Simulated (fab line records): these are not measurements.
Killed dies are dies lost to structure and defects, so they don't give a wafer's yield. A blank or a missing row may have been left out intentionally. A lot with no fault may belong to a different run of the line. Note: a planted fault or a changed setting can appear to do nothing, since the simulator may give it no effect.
fab line records	flow n5-finfet
[record] lots = 7	wafers = 39
route steps=1938 shown HKMG_FIN@397 MOL_CONTACT_COAG@584 BEOL_M2@844 BEOL_M6@1194 BEOL_M11@1575
start-h: hours from the record's opening day to when the first of the lot's shown wafers began	wait-h: how many hours have passed since the lot's step before this one	" repeats the value in the row above	L1.1+2: one row covering several wafers at once	- no value, or no start given	* or withheld: withheld	< > ~ a bound
route shown NAME@n: NAME is a module with steps in the file, n the number in the route of the first one	usual: the fault-free wafers' mean and standard deviation	same: alike in all rows	chamber/n: place in a boat	sites: each site's reading	_std_site: the values' standard deviation	_edge_site: inner sites' mean taken away from outer sites' mean	radius-mm: for every site, how far away it sits from the centre of the wafer	mask NAME#n: copy n	behind: the most recent tool/chamber to have shaped the wafer	hold: what put the lot on hold/how long, in hours/how the hold closed	device: the n, p or np transistor that did not switch	end of line: the tests these same wafers got at the end of their route	for a step that has no rows: nothing shown but its recipe	killed: the dies lost at the first sort to structure and to defects; this is not the yield of the wafer	map: the dies of a wafer, with x for killed, . for not killed, _ for no die there
set.NAME: the setting that was run; set.NAME@STEP: the one run at that earlier step	model.NAME: the simulator's own value behind a step, which no gauge read
lots where settings were altered on purpose, with a table for each step and a row for each wafer
[[steps]]
[step N5_HKMG_FIN_DEVELOP_48]
[recipe] develop-time-s = 30	developer = TMAH	resist = CAR-ArF	rinse-liquid = diw	dry = air-spin	dev-temp-c = 23
lot.wafer	tool	chamber	start-h	wait-h	set.develop-time-s
L076.1+2+3+4+5+6	litho-track-05	0	-	-	30
L078.1+4+5	litho-track-03	0	-	-	30
L078.2+3+6	"	0	"	"	14.86
L079.1+2+3+4+5+6	litho-track-05	0	-	-	30
L082.1+5+6	litho-track-04	0	-	-	37.25
L082.2+3+4	"	0	"	"	30
L089.2+3+6	litho-track-05	0	-	-	30
L091.1+2+3+4+5+6	litho-track-04	0	-	-	30
L092.1+3+6	litho-track-05	0	-	-	17.34
L092.2+4+5	"	0	"	"	30
[step N5_HKMG_FIN_CD_MEAS_49]
[recipe] target-cd-nm = 202	landing-energy-ev = 500	detector = se-inlens	polarity = opening
[usual] cd-nm = 202.1/0.62
lot.wafer	tool	chamber	start-h	wait-h	set.develop-time-s@HKMG_FIN_DEVELOP_48	cd-nm
L076.1	cd-sem-02	0	84.69	-	30	202.1
L076.2	"	0	"	"	30	201.2
L076.3	"	0	"	"	30	200.9
L076.4	"	0	"	"	30	201.1
L076.5	"	0	"	"	30	201.7
L076.6	"	0	"	"	30	201.7
L078.1	cd-sem-03	0	95.94	-	30	203.1
L078.2	"	0	"	"	14.86	198.6
L078.3	"	0	"	"	14.86	199.0
L078.4	"	0	"	"	30	202.0
L078.5	"	0	"	"	30	203.2
L078.6	"	0	"	"	14.86	198.9
L079.1	cd-sem-01	0	101.87	-	30	201.7
L079.2	"	0	"	"	30	202.3
L079.3	"	0	"	"	30	201.8
L079.4	"	0	"	"	30	201.9
L079.5	"	0	"	"	30	202.6
L079.6	"	0	"	"	30	201.6
L082.1	cd-sem-01	0	119.22	-	37.25	202.4
L082.2	"	0	"	"	30	202.3
L082.3	"	0	"	"	30	201.8
L082.4	"	0	"	"	30	202.3
L082.5	"	0	"	"	37.25	202.6
L082.6	"	0	"	"	37.25	203.4
L089.2	cd-sem-01	0	163.28	-	30	202.2
L089.3	"	0	"	"	30	202.7
L089.6	"	0	"	"	30	202.1
L091.1	cd-sem-01	0	176.22	-	30	202.7
L091.2	"	0	"	"	30	203.1
L091.3	"	0	"	"	30	202.7
L091.4	"	0	"	"	30	202.4
L091.5	"	0	"	"	30	202.1
L091.6	"	0	"	"	30	202.5
L092.1	cd-sem-01	0	183.82	-	17.34	200.5
L092.2	"	0	"	"	30	202.7
L092.3	"	0	"	"	17.34	199.9
L092.4	"	0	"	"	30	202.5
L092.5	"	0	"	"	30	202.0
L092.6	"	0	"	"	17.34	200.3
[step N5_HKMG_FIN_DESCUM_53]
[recipe] chemistry = O2	time-s = 7.9	source-power-w = 50	bias-power-w = 20	pressure-mtorr = 20	rf-frequency-hz = 2.712e+07	temp-c = 40	resist = CAR-ArF	o2-flow-sccm = 225
[step N5_HKMG_FIN_ETCH_54]
[recipe] chemistry = CF4	target = SiARC	target-depth-a = 455	mask-material = CAR-ArF	time-s = 75.8	ion-energy-ev = 80	pressure-mtorr = 40	source-w = 545	bias-w = 36	Ar_flow_sccm = 100	cf4-flow-sccm = 100	ends = cleared
lot.wafer	tool	chamber	start-h	wait-h	set.develop-time-s@HKMG_FIN_DEVELOP_48	model.HKMG_FIN.cd-offset-nm
L076.1	rie-diel-02	3	84.82	0.0	30	0.2
L076.2	"	0	"	"	30	-1.4
L076.3	"	2	"	"	30	-1.2
L076.4	"	1	"	"	30	-0.6
L076.5	"	2	"	"	30	-0.4
L076.6	"	3	"	"	30	-0.2
L078.1	rie-diel-03	2	96.13	0.0	30	0.8
L078.2	"	0	"	"	14.86	-3.8
L078.3	"	3	"	"	14.86	-2.4
L078.4	"	1	"	"	30	0.4
L078.5	"	0	"	"	30	1
L078.6	"	3	"	"	14.86	-3
L079.1	rie-diel-03	0	102.02	0.0	30	-0.2
L079.2+4+5	"	1,2,1	"	"	30	0
L079.3	"	3	"	"	30	0.2
L079.6	"	0	"	"	30	-0.6
L082.1	rie-diel-03	0	119.35	0.0	37.25	0.4
L082.2	"	3	"	"	30	0.6
L082.3	"	1	"	"	30	0
L082.4	"	2	"	"	30	0.4
L082.5	"	1	"	"	37.25	0.8
L082.6	"	2	"	"	37.25	1.2
L089.2	rie-diel-02	3	163.57	0.0	30	0.8
L089.3	"	0	"	"	30	0.4
L089.6	"	0	"	"	30	0
L091.1	rie-diel-03	3	176.35	0.0	30	0.4
L091.2+3	"	2,1	"	"	30	0.6
L091.4+5	"	2,1	"	"	30	0.2
L091.6	"	3	"	"	30	1
L092.1	rie-diel-01	3	184.02	0.0	17.34	-1.8
L092.2+4	"	2,1	"	"	30	0.4
L092.3	"	0	"	"	17.34	-2.6
L092.5	"	2	"	"	30	0
L092.6	"	1	"	"	17.34	-2.2
[step N5_HKMG_FIN_ETCH_55]
[recipe] chemistry = N2/H2	target = SOC	target-depth-a = 2400	temp-c = 40	time-s = 300	ion-energy-ev = 200	mask-material = SiARC	pressure-mtorr = 30	source-w = 840	bias-w = 150	n2-flow-sccm = 200	h2-flow-sccm = 200
lot.wafer	tool	chamber	start-h	wait-h	set.develop-time-s@HKMG_FIN_DEVELOP_48	model.HKMG_FIN.cd-offset-nm
L076.1+6	rie-diel-02	3	84.87	0.0	30	-0.2
L076.2+4+5	"	0,1,2	"	"	30	-0.8
L076.3	"	2	"	"	30	-1.4
L078.1	rie-diel-03	2	96.19	0.0	30	0.4
L078.2	"	0	"	"	14.86	-4
L078.3	"	3	"	"	14.86	-2.4
L078.4	"	1	"	"	30	0.2
L078.5	"	0	"	"	30	0.8
L078.6	"	3	"	"	14.86	-3
L079.1+4	rie-diel-03	0,2	102.08	0.0	30	-0.6
L079.2+3+5	"	1,3,1	"	"	30	0.2
L079.6	"	0	"	"	30	-1.2
L082.1	rie-diel-03	0	119.40	0.0	37.25	0.2
L082.2	"	3	"	"	30	0.4
L082.3	"	1	"	"	30	0.2
L082.4	"	2	"	"	30	0
L082.5	"	1	"	"	37.25	0.8
L082.6	"	2	"	"	37.25	0.6
L089.2	rie-diel-02	3	163.63	0.0	30	0.8
L089.3	"	0	"	"	30	0
L089.6	"	0	"	"	30	-0.4
L091.1	rie-diel-03	3	176.40	0.0	30	0.6
L091.2	"	2	"	"	30	0.2
L091.3	"	1	"	"	30	0.8
L091.4	"	2	"	"	30	-0.2
L091.5	"	1	"	"	30	0.4
L091.6	"	3	"	"	30	1
L092.1	rie-diel-01	3	184.07	0.0	17.34	-1.6
L092.2+4	"	2,1	"	"	30	0.6
L092.3	"	0	"	"	17.34	-2.2
L092.5	"	2	"	"	30	0.2
L092.6	"	1	"	"	17.34	-1.8
[step N5_HKMG_FIN_STRIP_56]
[recipe] chemistry = N2/H2	temp-c = 40	n2-flow-sccm = 200	h2-flow-sccm = 200	rf-frequency-hz = 6e+07
[step N5_HKMG_FIN_STRIP_57]
[recipe] chemistry = CF4	resist = SiARC	power-w = 300	bias-power-w = 75	pressure-mtorr = 50	cf4-flow-sccm = 150	rf-frequency-hz = 6e+07
[step N5_HKMG_FIN_ETCH_58]
[recipe] chemistry = N2/H2	target = SOC	target-depth-a = 2158	ion-energy-ev = 50	bias-w = 13	time-s = 741	pressure-mtorr = 30	source-w = 875	n2-flow-sccm = 200	h2-flow-sccm = 200
lot.wafer	tool	chamber	start-h	wait-h	set.develop-time-s@HKMG_FIN_DEVELOP_48	model.HKMG_FIN.cd-offset-nm
L076.1+6	rie-diel-02	3	85.08	0.0	30	-0.2
L076.2+5	"	0,2	"	"	30	-0.8
L076.3	"	2	"	"	30	-1.4
L076.4	"	1	"	"	30	-1.2
L078.1+4	rie-diel-03	2,1	96.40	0.0	30	0.2
L078.2	"	0	"	"	14.86	-4
L078.3	"	3	"	"	14.86	-2.8
L078.5	"	0	"	"	30	0.8
L078.6	"	3	"	"	14.86	-3.4
L079.1+4	rie-diel-03	0,2	102.29	0.0	30	-0.4
L079.2+3	"	1,3	"	"	30	0.2
L079.5	"	1	"	"	30	0.4
L079.6	"	0	"	"	30	-1.2
L082.1	rie-diel-03	0	119.61	0.0	37.25	0.2
L082.2	"	3	"	"	30	0
L082.3+4	"	1,2	"	"	30	-0.2
L082.5+6	"	1,2	"	"	37.25	0.6
L089.2	rie-diel-02	3	163.84	0.0	30	1.2
L089.3	"	0	"	"	30	-0.2
L089.6	"	0	"	"	30	-0.6
L091.1+2+5	rie-diel-03	3,2,1	176.61	0.0	30	0.2
L091.3	"	1	"	"	30	0.6
L091.4	"	2	"	"	30	-0.4
L091.6	"	3	"	"	30	0.4
L092.1	rie-diel-01	3	184.29	0.0	17.34	-1.2
L092.2	"	2	"	"	30	1
L092.3	"	0	"	"	17.34	-1.8
L092.4	"	1	"	"	30	1.2
L092.5	"	2	"	"	30	0.6
L092.6	"	1	"	"	17.34	-1.4
[step N5_MOL_CONTACT_COAG_ETCHBACK_135]
[recipe] chemistry = CHF3	target = SiO2	target-depth-a = 250	time-s = 16.7	ion-energy-ev = 200	pressure-mtorr = 30	source-w = 610	bias-w = 170	Ar_flow_sccm = 200	CHF3_flow_sccm = 50
lot.wafer	tool	chamber	start-h	wait-h	set.time-s	model.SOC_of_MOL_CONTACT_COAG_COAT_75.thk-nm
L076.1+2	rie-diel-03	1,0	111.58	0.0	19.24	57
L076.3+4	"	3,2	"	"	16.7	57.4
L076.5	"	2	"	"	16.7	57.2
L076.6	"	3	"	"	19.24	56.8
L078.1	rie-diel-02	0	126.66	0.0	11.35	58.2
L078.2+3	"	3,1	"	"	11.35	58
L078.4	"	3	"	"	16.7	57.2
L078.5+6	"	1,0	"	"	16.7	57.4
L079.1+5	rie-diel-01	3,0	128.94	0.0	16.7	57.8
L079.2+3+4+6	"	0,2,2,3	"	"	16.7	57.6
L082.1	rie-diel-01	3	145.16	0.0	16.7	57.4
L082.2	"	1	"	"	26.46	55.8
L082.3+4	"	2	"	"	16.7	57.6
L082.5+6	"	3,1	"	"	26.46	56
L089.2	rie-diel-01	3	191.01	0.0	16.7	57.6
L089.3+6	"	1,0	"	"	16.7	57.2
L091.1	rie-diel-03	0	201.75	0.0	16.7	57.2
L091.2+3+5	"	2,1,0	"	"	11.52	58.2
L091.4+6	"	1,2	"	"	16.7	57.4
L092.1+2+5	rie-diel-03	1,2,1	211.86	0.0	23.15	56.2
L092.3+4+6	"	0,0,2	"	"	16.7	57.4
[step N5_BEOL_M2_HM_DEP_02]
[recipe] material = TiN	target-thk-a = 200	temp-c = 25	chamber-pressure-pa = 0.49996
lot.wafer	tool	chamber	start-h	wait-h	set.target-thk-a	model.TiN_of_BEOL_M2_HM_DEP_02.thk-nm
L076.1+6	pvd-sputter-01	-	144.57	0.8	200	20.2
L076.2	"	-	"	"	142.6	14.2
L076.3+5	"	-	"	"	142.6	14.4
L076.4	"	-	"	"	200	20
L078.1+2+4+5	pvd-sputter-01	-	159.94	4.6	200	20
L078.3	"	-	"	"	200	20.2
L078.6	"	-	"	"	200	19.8
L079.1	pvd-sputter-01	-	160.20	2.6	200	20.2
L079.2+4+5	"	-	"	"	264.5	26.6
L079.3+6	"	-	"	"	200	20
L082.1+3+4+5+6	pvd-sputter-03	-	177.23	3.4	200	20.2
L082.2	"	-	"	"	200	20.4
L089.2+3+6	pvd-sputter-03	-	220.25	0.7	200	19.8
L091.1	pvd-sputter-03	-	229.19	0.1	200	20.2
L091.2+4+5	"	-	"	"	157.7	16.2
L091.3+6	"	-	"	"	200	20.4
L092.1	pvd-sputter-03	-	248.10	0.3	137	13.6
L092.2+3	"	-	"	"	137	13.8
L092.4	"	-	"	"	200	20
L092.5	"	-	"	"	200	19.8
L092.6	"	-	"	"	200	20.2
[step N5_BEOL_M2_COAT_61]
[recipe] resist = SOC	temp-c = 250	time-s = 60	spin-rpm = 1500	resist-thk-nm = 60
[step N5_BEOL_M2_COAT_62]
[recipe] resist = SiARC	temp-c = 220	time-s = 60	spin-rpm = 1500	resist-thk-nm = 12
[step N5_BEOL_M2_STRIP_75]
[recipe] chemistry = N2/H2	temp-c = 40	n2-flow-sccm = 200	h2-flow-sccm = 200	rf-frequency-hz = 6e+07
[step N5_BEOL_M2_STRIP_66]
[recipe] chemistry = CF4	resist = SiARC	power-w = 300	bias-power-w = 75	pressure-mtorr = 50	cf4-flow-sccm = 150	rf-frequency-hz = 6e+07
[step N5_BEOL_M2_HM_OPEN_17]
[recipe] chemistry = Cl2/BCl3	target-depth-a = 200	overetch-a = 60	target = TiN	mask-material = SOC	ion-energy-ev = 150	pressure-mtorr = 10	icp-w = 1000	bias-w = 126	Cl2_flow_sccm = 53.25	bcl3-flow-sccm = 21.75	Ar_flow_sccm = 25
lot.wafer	tool	chamber	start-h	wait-h	set.target-thk-a@BEOL_M2_HM_DEP_02	model.etch.depth-nm
L076.1	rie-metal-02	1	145.66	0.2	200	20.12
L076.2	"	0	"	"	142.6	14.28
L076.3	"	0	"	"	142.6	14.49
L076.4	"	1	"	"	200	20.09
L076.5	"	0	"	"	142.6	14.34
L076.6	"	1	"	"	200	20.19
L078.1	rie-metal-02	1	160.72	0.0	200	19.99
L078.2	"	0	"	"	200	20.09
L078.3	"	0	"	"	200	20.11
L078.4	"	1	"	"	200	19.97
L078.5	"	1	"	"	200	20.01
L078.6	"	0	"	"	200	19.84
L079.1	rie-metal-02	0	160.99	0.0	200	20.18
L079.2	"	1	"	"	264.5	25.89
L079.3	"	0	"	"	200	20.01
L079.4+5	"	1,0	"	"	264.5	26.05
L079.6	"	1	"	"	200	20.09
L082.1	rie-metal-03	0	178.00	0.0	200	20.14
L082.2	"	1	"	"	200	20.34
L082.3	"	0	"	"	200	20.26
L082.4	"	1	"	"	200	20.16
L082.5	"	1	"	"	200	20.2
L082.6	"	0	"	"	200	20.25
L089.2	rie-metal-01	0	221.14	0.0	200	19.77
L089.3	"	0	"	"	200	19.81
L089.6	"	1	"	"	200	19.85
L091.1	rie-metal-02	0	229.96	0.0	200	20.14
L091.2	"	0	"	"	157.7	16.14
L091.3	"	0	"	"	200	20.38
L091.4	"	0	"	"	157.7	16.25
L091.5	"	0	"	"	157.7	16.19
L091.6	"	0	"	"	200	20.31
L092.1	rie-metal-02	0	248.98	0.0	137	13.64
L092.2	"	1	"	"	137	13.81
L092.3	"	0	"	"	137	13.76
L092.4	"	1	"	"	200	20.02
L092.5	"	1	"	"	200	19.86
L092.6	"	0	"	"	200	20.1
[step N5_BEOL_M6_ILD_DEP_00]
[recipe] material = SiCOH_lowk	target-thk-a = 1797.5	temp-c = 300	precursor = DEMS/porogen	pressure-torr = 5	rf-w = 500	time-s = 33.4
lot.wafer	tool	chamber	start-h	wait-h	set.target-thk-a	model.SiCOH_lowk_of_BEOL_M6_ILD_DEP_00.thk-nm
L076.1	pecvd-04	1	187.09	0.0	928.4	91
L076.2	"	0	"	"	928.4	90.2
L076.3	"	2	"	"	1797.5	175
L076.4+6	"	1,2	"	"	1797.5	181
L076.5	"	0	"	"	928.4	92.6
L078.1	pecvd-04	0	200.12	0.0	1797.5	177
L078.2	"	1	"	"	734	70
L078.3	"	2	"	"	1797.5	176.2
L078.4	"	2	"	"	734	72
L078.5	"	1	"	"	1797.5	182.8
L078.6	"	0	"	"	734	71
L079.1	pecvd-03	0	207.63	0.0	1797.5	176
L079.2	"	1	"	"	2163	213.2
L079.3	"	2	"	"	2163	213.6
L079.4	"	1	"	"	2163	215
L079.5	"	0	"	"	1797.5	178
L079.6	"	2	"	"	1797.5	179.4
L082.1	pecvd-01	1	217.12	0.0	1797.5	177.2
L082.2	"	2	"	"	1797.5	180.2
L082.3	"	0	"	"	1797.5	178.4
L082.4	"	0	"	"	1797.5	181.6
L082.5	"	1	"	"	1797.5	180.6
L082.6	"	2	"	"	1797.5	182.8
L089.2	pecvd-04	2	265.45	0.0	1797.5	177.2
L089.3	"	1	"	"	1797.5	177.8
L089.6	"	1	"	"	1797.5	182.8
L091.1	pecvd-01	0	271.11	0.0	1797.5	175.4
L091.2	"	1	"	"	1797.5	176.2
L091.3	"	2	"	"	1797.5	176.4
L091.4	"	0	"	"	1797.5	176.6
L091.5	"	1	"	"	1797.5	181.8
L091.6	"	2	"	"	1797.5	178.8
L092.1	pecvd-03	1	294.91	0.0	1797.5	177.6
L092.2	"	0	"	"	1797.5	177.4
L092.3	"	2	"	"	1797.5	175.8
L092.4	"	1	"	"	1797.5	180.2
L092.5	"	0	"	"	1797.5	179.2
L092.6	"	2	"	"	1797.5	182.6
[step N5_BEOL_M6_CURE_74]
[recipe] temp-c = 385	time-s = 240	ambient = He/Ar	material = SiCOH_lowk
lot.wafer	tool	chamber	start-h	wait-h	set.target-thk-a@BEOL_M6_ILD_DEP_00	model.SiCOH_lowk_of_BEOL_M6_ILD_DEP_00.thk-nm
L076.1	uv-cure-01	0	187.17	0.1	928.4	78
L076.2	"	0	"	"	928.4	77.4
L076.3	"	0	"	"	1797.5	150.8
L076.4	"	0	"	"	1797.5	156.2
L076.5	"	0	"	"	928.4	79.4
L076.6	"	0	"	"	1797.5	156
L078.1	uv-cure-01	1	200.19	0.0	1797.5	152.6
L078.2	"	1	"	"	734	60
L078.3	"	1	"	"	1797.5	152
L078.4	"	1	"	"	734	61.8
L078.5	"	1	"	"	1797.5	157.6
L078.6	"	1	"	"	734	60.8
L079.1	uv-cure-01	2	207.70	0.0	1797.5	151.6
L079.2	"	2	"	"	2163	184.2
L079.3	"	2	"	"	2163	184.6
L079.4	"	2	"	"	2163	185.8
L079.5	"	2	"	"	1797.5	153.4
L079.6	"	2	"	"	1797.5	154.6
L082.1	uv-cure-01	1	217.18	0.0	1797.5	152.8
L082.2	"	1	"	"	1797.5	155.4
L082.3	"	1	"	"	1797.5	153.8
L082.4	"	1	"	"	1797.5	156.6
L082.5	"	1	"	"	1797.5	155.8
L082.6	"	1	"	"	1797.5	157.6
L089.2	uv-cure-03	0	265.59	0.1	1797.5	152.8
L089.3	"	0	"	"	1797.5	153.2
L089.6	"	0	"	"	1797.5	157.6
L091.1	uv-cure-02	1	271.21	0.1	1797.5	151.2
L091.2	"	1	"	"	1797.5	152
L091.3	"	1	"	"	1797.5	152.2
L091.4	"	1	"	"	1797.5	152.4
L091.5	"	1	"	"	1797.5	156.8
L091.6	"	1	"	"	1797.5	154.2
L092.1	uv-cure-01	1	294.97	0.0	1797.5	153.2
L092.2	"	1	"	"	1797.5	153
L092.3	"	1	"	"	1797.5	151.6
L092.4	"	1	"	"	1797.5	155.4
L092.5	"	1	"	"	1797.5	154.4
L092.6	"	1	"	"	1797.5	157.4
[step N5_BEOL_M6_THK_MEAS_01]
[recipe] reads = SiCOH_lowk_of_BEOL_M6_ILD_DEP_00
[usual] M6_ILD_THK = 154.4/1.8
lot.wafer	tool	chamber	start-h	wait-h	set.target-thk-a@BEOL_M6_ILD_DEP_00	M6_ILD_THK[nm]
L076.1	film-metro-01	-	187.68	0.4	928.4	78.0
L076.2	"	-	"	"	928.4	77.4
L076.3	"	-	"	"	1797.5	150.7
L076.4	"	-	"	"	1797.5	156.0
L076.5	"	-	"	"	928.4	79.4
L076.6	"	-	"	"	1797.5	156.0
L078.1	film-metro-02	-	200.70	0.4	1797.5	152.8
L078.2	"	-	"	"	734	60.0
L078.3	"	-	"	"	1797.5	151.8
L078.4	"	-	"	"	734	61.8
L078.5	"	-	"	"	1797.5	157.7
L078.6	"	-	"	"	734	60.8
L079.1	film-metro-02	-	208.21	0.4	1797.5	151.7
L079.2	"	-	"	"	2163	184.2
L079.3	"	-	"	"	2163	184.4
L079.4	"	-	"	"	2163	185.7
L079.5	"	-	"	"	1797.5	153.3
L079.6	"	-	"	"	1797.5	154.7
L082.1	film-metro-01	-	217.69	0.4	1797.5	152.8
L082.2	"	-	"	"	1797.5	155.4
L082.3	"	-	"	"	1797.5	153.8
L082.4	"	-	"	"	1797.5	156.7
L082.5	"	-	"	"	1797.5	155.6
L082.6	"	-	"	"	1797.5	157.6
L089.2	film-metro-01	-	266.03	0.4	1797.5	152.8
L089.3	"	-	"	"	1797.5	153.2
L089.6	"	-	"	"	1797.5	157.5
L091.1	film-metro-02	-	271.72	0.4	1797.5	151.0
L091.2	"	-	"	"	1797.5	152.1
L091.3	"	-	"	"	1797.5	152.1
L091.4	"	-	"	"	1797.5	152.3
L091.5	"	-	"	"	1797.5	156.7
L091.6	"	-	"	"	1797.5	154.2
L092.1	film-metro-01	-	295.49	0.4	1797.5	153.2
L092.2	"	-	"	"	1797.5	152.8
L092.3	"	-	"	"	1797.5	151.6
L092.4	"	-	"	"	1797.5	155.4
L092.5	"	-	"	"	1797.5	154.3
L092.6	"	-	"	"	1797.5	157.4
[step N5_BEOL_M11_VIA_ETCH_34]
[recipe] chemistry = C4F6/O2	target = SiCOH_lowk	target-depth-a = 1845	mask-material = SOC	taper-deg = 4	time-s = 69.2	ion-energy-ev = 250	pressure-mtorr = 30	source-w = 345	bias-w = 185	Ar_flow_sccm = 300	C4F6_flow_sccm = 10	O2_flow_sccm = 10
lot.wafer	tool	chamber	start-h	wait-h	set.time-s	model.etch.depth-nm	model.SOC_of_BEOL_M11_COAT_63.thk-nm
L076.1	rie-diel-04	0	227.34	0.0	69.2	186.6	91.8
L076.2	"	3	"	"	69.2	184	91.8
L076.3	"	2	"	"	69.2	187.2	91.4
L076.4	"	1	"	"	69.2	182.5	91.8
L076.5	"	1	"	"	69.2	183.1	92.2
L076.6	"	2	"	"	69.2	188.3	91.6
L078.1	rie-diel-06	1	242.58	0.0	69.2	180.1	92
L078.2	"	3	"	"	55.36	146	93.8
L078.3	"	0	"	"	55.36	148.5	93
L078.4	"	2	"	"	69.2	180.3	91.8
L078.5	"	2	"	"	69.2	181.5	92
L078.6	"	3	"	"	55.36	146.3	93.4
L079.1	rie-diel-06	2	250.12	0.0	28.52	74.47	96.8
L079.2	"	1	"	"	69.2	180.9	92.4
L079.3	"	3	"	"	69.2	180	92.2
L079.4	"	0	"	"	28.52	76.5	96.6
L079.5	"	0	"	"	69.2	187.2	91.6
L079.6	"	1	"	"	28.52	74.38	96.8
L082.1	rie-diel-04	3	258.17	0.0	69.2	185.3	92.4
L082.2	"	2	"	"	69.2	188.6	91.6
L082.3	"	0	"	"	69.2	189	92.2
L082.4	"	2	"	"	69.2	188.3	91.6
L082.5	"	0	"	"	69.2	190.3	91.6
L082.6	"	3	"	"	69.2	185.3	92
L089.2	rie-diel-04	1	314.07	0.0	69.2	191.9	92
L089.3	"	2	"	"	69.2	189.1	91.4
L089.6	"	0	"	"	69.2	188.5	91.6
L091.1	rie-diel-06	3	314.09	0.0	69.2	184.8	91.8
L091.2+4	"	1,2	"	"	69.2	182.2	92.2
L091.3	"	0	"	"	69.2	189.3	91.8
L091.5	"	3	"	"	69.2	181.4	92.4
L091.6	"	2	"	"	69.2	181.6	92
L092.1	rie-diel-04	3	340.34	0.0	69.2	184.5	92.2
L092.2	"	0	"	"	69.2	187.5	92
L092.3	"	2	"	"	49.64	133.5	94.6
L092.4	"	3	"	"	49.64	130.1	95
L092.5	"	2	"	"	49.64	134.4	94.6
L092.6	"	0	"	"	69.2	186.6	92.2
[[key]]
[split] step = N5_HKMG_FIN_DEVELOP_48	setting = develop-time-s	stated = 30	by = wafer
[response] step = N5_HKMG_FIN_CD_MEAS_49	reading = cd-nm	change = +0.0626	per = 1%	r = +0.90
[response] step = N5_HKMG_FIN_ETCH_54	reading = model.HKMG_FIN.cd-offset-nm	change = +0.0625	per = 1%	r = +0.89
[response] step = N5_HKMG_FIN_ETCH_55	reading = model.HKMG_FIN.cd-offset-nm	change = +0.0587	per = 1%	r = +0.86
[response] step = N5_HKMG_FIN_ETCH_58	reading = model.HKMG_FIN.cd-offset-nm	change = +0.0626	per = 1%	r = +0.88
[split] step = N5_MOL_CONTACT_COAG_ETCHBACK_135	setting = time-s	stated = 16.7	by = wafer
[response] step = N5_MOL_CONTACT_COAG_ETCHBACK_135	reading = model.SOC_of_MOL_CONTACT_COAG_COAT_75.thk-nm	change = -0.0275	per = 1%	r = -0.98
[split] step = N5_BEOL_M2_HM_DEP_02	setting = target-thk-a	stated = 200	by = wafer
[response] step = N5_BEOL_M2_HM_DEP_02	reading = model.TiN_of_BEOL_M2_HM_DEP_02.thk-nm	change = +0.2	per = 1%	r = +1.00
[response] step = N5_BEOL_M2_HM_OPEN_17	reading = model.etch.depth-nm	change = +0.193	per = 1%	r = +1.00
[split] step = N5_BEOL_M6_ILD_DEP_00	setting = target-thk-a	stated = 1797.5	by = wafer
[response] step = N5_BEOL_M6_ILD_DEP_00	reading = model.SiCOH_lowk_of_BEOL_M6_ILD_DEP_00.thk-nm	change = +1.81	per = 1%	r = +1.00
[response] step = N5_BEOL_M6_CURE_74	reading = model.SiCOH_lowk_of_BEOL_M6_ILD_DEP_00.thk-nm	change = +1.57	per = 1%	r = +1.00
[response] step = N5_BEOL_M6_THK_MEAS_01	reading = M6_ILD_THK	change = +1.57	per = 1%	r = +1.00
[split] step = N5_BEOL_M11_VIA_ETCH_34	setting = time-s	stated = 69.2	by = wafer
[response] step = N5_BEOL_M11_VIA_ETCH_34	reading = model.etch.depth-nm	change = +1.83	per = 1%	r = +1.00
[response] step = N5_BEOL_M11_VIA_ETCH_34	reading = model.SOC_of_BEOL_M11_COAT_63.thk-nm	change = -0.081	per = 1%	r = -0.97
